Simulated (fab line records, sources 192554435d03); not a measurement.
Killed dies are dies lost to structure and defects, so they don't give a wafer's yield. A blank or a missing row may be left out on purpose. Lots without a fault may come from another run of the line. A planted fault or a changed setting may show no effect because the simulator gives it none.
Split-lot experiment | flow n5_finfet | 7 lots, 21 wafers read, on a route of 1938 steps

THE SPLIT
At N5_BEOL_M6_TRENCH_ETCH_37 (etches SiCOH lowk in C4F6/O2, target depth 94.435 nm, time 31.5 s), the setting time_s was moved away from the recipe's 31.5 s on 7 of the 21 wafers read, by -20.8% to +17.5%. The other wafers ran this setting at the recipe's value.

FROM THE SPLIT TO THE READING: what the file shows between them, 2 steps
- N5_BEOL_M6_ETCH_41: etches SiCN in CH3F/O2, target depth 29.7 nm, time 52 s
- N5_BEOL_M6_STRIP_80: strips in N2/H2, time 10 s

THE READING
trench_depth_nm, in nm, at N5_BEOL_M6_OCD_MEAS_38. Fault-free wafers of this fab line usually give 94.0 nm, standard deviation 2.3 nm.

wafer  | tool, chamber at the split | time_s as run, s | against the recipe | trench_depth_nm, nm | against lot-mates on the recipe
L075.1 | rie_diel-05, 1             | 31.5             | recipe             | 96.4                | -
L075.2 | rie_diel-05, 2             | 31.5             | recipe             | 88.8                | -
L075.5 | rie_diel-05, 2             | 37.02            | +17.5%             | 105.4               | +12.8
L082.1 | rie_diel-01, 1             | 31.5             | recipe             | 90.2                | -
L082.2 | rie_diel-01, 0             | 31.5             | recipe             | 92.5                | -
L082.4 | rie_diel-01, 3             | 31.5             | recipe             | 94.0                | -
L087.3 | rie_diel-04, 0             | 28.56            | -9.3%              | 83.6                | -8.3
L087.5 | rie_diel-04, 1             | 28.56            | -9.3%              | 85.7                | -6.2
L087.6 | rie_diel-04, 0             | 31.5             | recipe             | 91.9                | -
L090.4 | rie_diel-04, 1             | 31.5             | recipe             | 94.8                | -
L090.5 | rie_diel-04, 2             | 31.5             | recipe             | 96.1                | -
L090.6 | rie_diel-04, 1             | 27.39            | -13.0%             | 83.2                | -12.2
L091.3 | rie_diel-01, 0             | 31.5             | recipe             | 93.6                | -
L091.4 | rie_diel-01, 0             | 31.5             | recipe             | 92.7                | -
L091.5 | rie_diel-01, 3             | 34.5             | +9.5%              | 102.0               | +8.8
L092.1 | rie_diel-01, 1             | 31.5             | recipe             | 98.8                | -
L092.4 | rie_diel-01, 0             | 35.17            | +11.7%             | 103.4               | +7.3
L092.5 | rie_diel-01, 2             | 31.5             | recipe             | 93.4                | -
L097.3 | rie_diel-04, 0             | 24.96            | -20.8%             | 72.1                | -22.7
L097.4 | rie_diel-04, 1             | 31.5             | recipe             | 94.3                | -
L097.5 | rie_diel-04, 2             | 31.5             | recipe             | 95.3                | -

THE FIT
A straight line over all 21 wafers: trench_depth_nm changes by +0.876 nm for each +1% of time_s; r = +0.95; the points scatter about the line by 2.4 nm.
The same after taking each lot's own level away (the mean of its wafers on the recipe; 21 wafers): +0.882 nm for each +1%; r = +0.96; scatter 2.2 nm.
On that fit, the largest move of time_s shifts the reading by 18 nm.
The lots' own levels span 91.90 to 96.10 nm, that is 1.8 times the standard deviation above.
So the lot-to-lot level changes the slope little: the two slopes agree.
Check: with one of the wafers moved furthest among these (-20.8%) left out of the fit, the line predicts -16.5 nm for it against its lot-mates. It came out at -22.7 nm against them.

OTHER SPLITS ON THESE WAFERS
These wafers also went through other splits before the reading. Each is held against what the fit with the lots' levels taken away leaves over:
other split on the same wafers    | wafers away from the commonest value | r with trench_depth_nm (lot level and that fit taken away)
N5_BEOL_M0_CUTY_EXPOSE_54 dose_mj | 7                                    | +0.29
N5_BEOL_M0_ETCH_138 source_w      | 6                                    | -0.13
N5_BEOL_M1_ETCH_64 source_w       | 7                                    | -0.06
N5_BEOL_M3_VIA_ETCH_34 time_s     | 6                                    | +0.04
N5_BEOL_M3_ETCH_41 target_depth_a | 7                                    | +0.10
N5_BEOL_M5_ETCH_72 bias_w         | 8                                    | +0.12
N5_BEOL_M5_COAT_74 spin_rpm       | 3                                    | +0.24

THE WHOLE CHAIN: every reading that the file lists as answering this split, in the file's order
step                      | what it does                                                      | reading                                                                   | change (the file's fit)               | r (the file's)
N5_BEOL_M6_TRENCH_ETCH_37 | etches SiCOH lowk in C4F6/O2, target depth 94.435 nm, time 31.5 s | etch.depth_nm (the simulator's own value, which no gauge read)            | +0.897 nm for each +1% of the setting | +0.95
N5_BEOL_M6_TRENCH_ETCH_37 | etches SiCOH lowk in C4F6/O2, target depth 94.435 nm, time 31.5 s | BEOL_M6.feature_depth_nm (the simulator's own value, which no gauge read) | +0.9 nm for each +1% of the setting   | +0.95
N5_BEOL_M6_OCD_MEAS_38    |                                                                   | trench_depth_nm                                                           | +0.895 nm for each +1% of the setting | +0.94

THE FILE'S OWN FIT
trench_depth_nm changes by +0.895 nm for each +1% of time_s, r = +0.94.
